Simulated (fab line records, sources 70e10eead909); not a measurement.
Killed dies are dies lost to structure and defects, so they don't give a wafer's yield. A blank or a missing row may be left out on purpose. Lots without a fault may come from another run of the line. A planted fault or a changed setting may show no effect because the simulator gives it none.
fab line records | flow nand_harc
record lots=13 wafers=39 last_day=32
route steps=1302 shown A_CONTACT@986
lots that met no fault: from a run of the same line without faults
start_h: hours from the record's first day to the start of the lot's first wafer shown | wait_h: hours since the lot's step before | " the same as in the row above | L1.1+2: a row that stands for several wafers | - no value, or no start given | * or withheld: withheld | < > ~ a bound
route shown NAME@n: a module of which the file shows steps, and the number in the route of the first | usual: mean/standard deviation of fault-free wafers | same: alike in all rows | chamber/n: place in a boat | sites: the reading at each site | _std_site: their standard deviation | _edge_site: outer sites' mean less inner sites' | radius_mm: how far each site lies from the wafer's centre | mask NAME#n: copy n | behind: the tool/chamber that last shaped the wafer | hold: why the lot was held/for how many hours/how that ended | device: the transistor (n, p or np) that didn't switch | end of line: the same wafers' tests at the end of the route | a step without rows: its recipe alone | killed: dies lost to structure and defects at the first sort, not the wafer's yield | map: a wafer's dies, x killed, . not, _ none there
set.NAME: the setting as run; set.NAME@STEP: as run at that earlier step | model.NAME: the simulator's own value behind a step, which no gauge read
steps of the route over a sample of lots; a table a step, a row a wafer
services: from which hour (start_h, from the record's first day; less than 0 if before it) a tool's chamber was out of use, for how many hours, and why
## steps
# step NHARC_A_CONTACT_DEP_29
# recipe target_thk_a=1000 target_thk_nm=100 temp_c=400 pressure_torr=3.5 flow_sccm=200 rf_w=350 material=SiON
# usual heater_power_w=725/64
# columns lot.wafer tool chamber start_h wait_h heater_power_w
L561.4 pecvd-04 2 497.09 1.5 709
L561.5 " 0 " " 655
L561.6 " 1 " " 662
L562.3 pecvd-01 2 513.26 2.2 742
L562.4 " 2 " " 734
L562.6 " 0 " " 626
L563.1 pecvd-04 0 513.35 3.5 718
L563.2 " 2 " " 723
L563.6 " 0 " " 718
L564.3 pecvd-01 1 514.79 2.2 753
L564.5 " 1 " " 762
L564.6 " 2 " " 786
L565.3 pecvd-02 1 524.66 2.2 797
L565.4 " 2 " " 623
L565.5 " 0 " " 749
L566.2 pecvd-01 0 534.38 2.8 655
L566.4 " 0 " " 655
L566.5 " 0 " " 655
L567.1 pecvd-02 1 535.16 3.6 739
L567.2 " 2 " " 666
L567.3 " 0 " " 782
L569.3 pecvd-01 1 564.87 2.1 675
L569.4 " 1 " " 696
L569.5 " 2 " " 747
L568.3 pecvd-02 1 565.43 2.1 828
L568.1 " 2 " " 671
L568.5 " 2 " " 669
L573.2 pecvd-01 2 609.35 2.8 669
L573.1 " 1 " " 780
L573.4 " 2 " " 675
L576.3 pecvd-04 0 646.74 2.1 633
L576.1 " 1 " " 802
L576.5 " 2 " " 656
L575.3 pecvd-01 1 647.43 2.2 821
L575.4 " 0 " " 689
L575.5 " 2 " " 700
L582.1 pecvd-04 1 697.42 3.6 800
L582.4 " 1 " " 791
L582.6 " 2 " " 736
# step NHARC_A_CONTACT_OVL_MEAS_43
# usual overlay_x_nm=0.2/0.75 overlay_y_nm=-0.3/0.78
# columns lot.wafer tool chamber start_h wait_h overlay_x_nm overlay_y_nm
L561.4 overlay-02 - 497.69 - -0.1 -1.3
L561.5 " - " " 0.3 -1.5
L561.6 " - " " 0.2 -1.6
L562.3 overlay-02 - 514.04 - 1.3 0.4
L562.4 " - " " 0.8 -0.1
L562.6 " - " " 0.7 0.5
L563.1 overlay-01 - 514.20 - 0.3 0.8
L563.2 " - " " 0.3 0.8
L563.6 " - " " 0.6 0.9
L564.3 overlay-02 - 515.60 - 0.1 -0.9
L564.5 " - " " -0.3 -0.2
L564.6 " - " " 0.0 -1.1
L565.3 overlay-01 - 525.29 - 0.7 0.2
L565.4 " - " " 0.5 0.0
L565.5 " - " " 0.7 0.4
L566.2 overlay-02 - 535.11 - 1.1 -0.1
L566.4 " - " " 0.5 -0.2
L566.5 " - " " 0.6 -0.4
L567.1 overlay-01 - 535.97 - -0.4 -1.3
L567.2 " - " " -0.7 -1.6
L567.3 " - " " -0.8 -1.1
L569.3 overlay-01 - 565.67 - -0.9 0.8
L569.4 " - " " -0.8 0.4
L569.5 " - " " -1.0 0.5
L568.1 overlay-02 - 566.23 - 1.0 0.2
L568.3 " - " " 1.3 0.8
L568.5 " - " " 0.3 0.8
L573.1 overlay-01 - 610.16 - -0.7 0.0
L573.2 " - " " -0.5 -0.2
L573.4 " - " " -0.4 0.2
L576.1 overlay-02 - 647.52 - 1.4 0.3
L576.3 " - " " 0.7 0.4
L576.5 " - " " 0.3 0.1
L575.3 overlay-01 - 648.21 - -1.3 -2.0
L575.4 " - " " -1.2 -1.9
L575.5 " - " " -1.4 -1.5
L582.1 overlay-01 - 698.19 - 0.0 -0.7
L582.4 " - " " 0.4 -0.4
L582.6 " - " " -0.1 -0.4
# step NHARC_A_CONTACT_ETCH_51
# recipe target_depth_a=70000 over_etch_frac=0.3 time_s=1820 ion_energy_ev=150 o2_flow_sccm=400 cos_flow_sccm=20 ar_flow_sccm=0 rf_w=500 bias_w=300 chemistry=O2/COS
# usual drypump_motor_current_A=5.8/0.31 o2_flow_sccm=400.0/1.3 oes_product_au=1.000/0.01 rf_vpp_V=313.2/1.9 showerhead_plenum_p_Torr=3.05/0.12 throttle_valve_pct=28.330/0.0093
# columns lot.wafer tool chamber start_h wait_h drypump_motor_current_A o2_flow_sccm oes_product_au rf_hours_counter_h rf_vpp_V showerhead_plenum_p_Torr throttle_valve_pct
L561.4 rie_diel-10 3 498.78 - 5.9 401.5 1.018 12 312.9 2.98 28.327
L561.5 " 0 " " 5.6 399.1 1.019 - 311.7 2.96 28.331
L561.6 " 1 " " 5.6 400.2 1.007 - 316.2 3.22 28.321
L562.3 rie_diel-01 1 514.82 - 6.5 398.5 0.982 41 312.9 3.03 28.326
L562.4 " 3 " " 6.5 398.8 0.989 36 314.6 3.11 28.328
L562.6 " 1 " " 6.5 399.9 0.998 - 312.3 3.03 28.344
L563.2 rie_diel-10 3 515.06 - 5.8 402.0 1.013 14 313.1 2.98 28.334
L563.1 " 1 " " 5.6 401.6 0.997 14 317.4 3.21 28.317
L563.6 " 3 " " 5.8 401.4 1.015 - 311.7 2.98 28.349
L564.3 rie_diel-07 0 516.56 - 5.1 397.4 0.986 11 311.3 3.07 28.331
L564.6 " 2 " " 5.6 400.5 1.005 - 312.0 2.93 28.337
L564.5 " 3 " " 5.9 399.8 1.005 - 316.5 3.21 28.339
L565.3 rie_diel-01 2 526.26 - 6.0 398.4 1.011 44 312.2 3.00 28.341
L565.4 " 3 " " 6.5 401.0 0.999 40 313.6 3.11 28.324
L565.5 " 0 " " 5.7 401.8 1.008 - 314.8 3.10 28.329
L566.4 rie_diel-10 3 535.95 - 5.8 399.7 1.015 18 311.3 2.98 28.349
L566.2 " 1 " " 5.7 398.7 1.002 17 315.4 3.21 28.317
L566.5 " 3 " " 5.8 401.9 1.029 - 311.0 2.98 28.324
L567.2 rie_diel-07 0 536.68 - 5.1 401.5 0.985 16 312.2 3.07 28.333
L567.1 " 1 " " 6.0 399.4 0.985 17 313.8 3.08 28.324
L567.3 " 3 " " 5.8 399.1 1.009 18 317.2 3.21 28.335
L569.3 rie_diel-07 2 566.65 - 5.7 400.7 1.013 29 311.5 2.92 28.331
L569.4 " 3 " " 5.9 399.5 1.005 28 315.8 3.20 28.331
L569.5 " 0 " " 5.1 398.6 1.000 - 313.7 3.06 28.328
L568.3 rie_diel-07 1 568.16 - 6.0 399.8 0.993 28 314.6 3.07 28.344
L568.1 " 3 " " 5.9 402.5 1.004 28 315.0 3.20 28.329
L568.5 " 1 " " 6.0 399.1 0.986 - 313.0 3.07 28.327
L573.4 rie_diel-01 0 611.00 - 5.7 401.0 0.988 16 314.1 3.09 28.331
L573.2 " 1 " " 6.5 400.1 1.016 14 312.0 3.01 28.311
L573.1 " 2 " " 6.0 402.2 0.997 12 312.6 2.99 28.309
L576.1 rie_diel-10 3 648.35 - 5.8 319.9 0.995 8 310.9 2.58 25.236
L576.3 " 0 " " 5.6 321.0 1.006 8 311.8 2.56 25.250
L576.5 " 3 " " 5.8 319.7 0.985 - 312.8 2.58 25.244
L575.3 rie_diel-10 1 650.19 - 5.6 320.1 0.996 8 316.8 2.79 25.246
L575.4 " 2 " " 5.9 319.4 0.991 9 310.8 2.52 25.247
L575.5 " 0 " " 5.6 319.4 0.997 - 312.7 2.56 25.238
L582.4 rie_diel-07 1 698.97 - 6.1 399.9 1.016 12 311.6 3.06 28.330
L582.1 " 3 " " 5.9 401.2 1.012 11 314.7 3.18 28.315
L582.6 " 2 " " 5.7 400.0 0.993 - 318.0 3.37 28.329
# step NHARC_A_CONTACT_ETCH_120
# recipe source_w=withheld pressure_mtorr=20 bias_v=3000 time_s=190 target_depth_a=18500 ar_flow_sccm=withheld c4f8_flow_sccm=withheld o2_flow_sccm=withheld chemistry=C4F8/O2/Ar
# columns lot.wafer tool chamber start_h wait_h rf_hours_counter_h
L561.4 har_cap_etch-03 0 501.23 0.1 -
L561.6 " 0 " " -
L561.5 " 1 " " -
L562.4 har_cap_etch-01 0 517.63 0.1 -
L562.3 " 1 " " -
L562.6 " 1 " " -
L563.2 har_cap_etch-03 1 517.71 0.1 42
L563.1 " 0 " " 42
L563.6 " 0 " " -
L564.3 har_cap_etch-02 1 519.15 0.1 -
L564.5 " 1 " " -
L564.6 " 0 " " -
L565.4 har_cap_etch-02 0 528.85 0.1 -
L565.3 " 1 " " -
L565.5 " 0 " " -
L566.2 har_cap_etch-01 1 538.62 0.1 7
L566.4 " 0 " " -
L566.5 " 0 " " -
L567.2 har_cap_etch-03 0 539.46 0.1 47
L567.1 " 1 " " 47
L567.3 " 0 " " -
L569.4 har_cap_etch-02 1 569.23 0.1 -
L569.3 " 0 " " -
L569.5 " 1 " " -
L568.1 har_cap_etch-03 0 570.81 0.1 54
L568.3 " 0 " " -
L568.5 " 0 " " -
L573.2 har_cap_etch-03 1 613.64 0.1 62
L573.1 " 0 " " 62
L573.4 " 0 " " -
L576.1 har_cap_etch-01 0 650.99 0.1 25
L576.3 " 0 " " -
L576.5 " 1 " " -
L575.3 har_cap_etch-02 1 652.91 0.1 -
L575.4 " 0 " " -
L575.5 " 0 " " -
L582.1 har_cap_etch-03 0 701.75 0.1 78
L582.4 " 1 " " -
L582.6 " 1 " " -
## services
# columns tool chamber start_h hours kind
pecvd-04 - 483.09 13.0 pm
pecvd-01 - 492.06 13.0 pm
pecvd-01 0 492.06 13.0 vent_cycle
pecvd-01 1 492.06 13.0 vent_cycle
pecvd-01 2 492.06 13.0 vent_cycle
har_cap_etch-01 - 497.00 17.0 pm
har_cap_etch-02 - 522.58 0.5 repair
pecvd-01 1 522.66 16.5 repair
rie_diel-10 - 542.03 2.6 repair
pecvd-02 - 551.95 0.9 repair
pecvd-02 - 560.78 1.1 repair
rie_diel-01 - 562.26 9.0 pm
pecvd-02 - 589.11 13.0 pm
rie_diel-10 - 596.96 9.0 pm
pecvd-02 2 616.48 5.6 repair
rie_diel-01 2 619.29 19.1 repair
pecvd-04 0 631.17 13.1 repair
pecvd-02 0 634.40 9.0 repair
pecvd-02 2 642.86 5.4 repair
rie_diel-07 - 649.89 9.0 pm
har_cap_etch-02 - 663.10 0.2 repair
pecvd-04 - 664.09 13.0 pm
pecvd-01 - 673.06 13.0 pm
rie_diel-01 - 693.68 0.3 repair
## key
first_sign step=NHARC_A_CONTACT_ETCH_51 reading=throttle_valve_pct direction=down sigmas=99+ usual=28.330 struck=25.243
effect step=NHARC_A_CONTACT_ETCH_51 reading=o2_flow_sccm direction=down sigmas=62 usual=* struck=*
met_at NHARC_A_CONTACT_ETCH_51
struck_lots L575,L576
tester_left_out L575,L576
not_acting_at NHARC_A_CONTACT_DEP_29,NHARC_A_CONTACT_OVL_MEAS_43,NHARC_A_CONTACT_ETCH_120
onset_between 535.95 648.35
fault kind=process_parameter_drift tool=rie_diel-10 chamber=- onset_h=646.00 steps=NHARC_A_CONTACT_ETCH_51 channel=o2_flow_sccm offset=* shape=step end_h=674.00 acts_in=* stated=*
# tester_left_out: of these lots the tester's yield and bins aren't shown, on N5 and GAA mostly nor the transistor test; their killed dies are dies lost to structure and defects alone, not to doping, threshold or leakage, so they don't give the yield
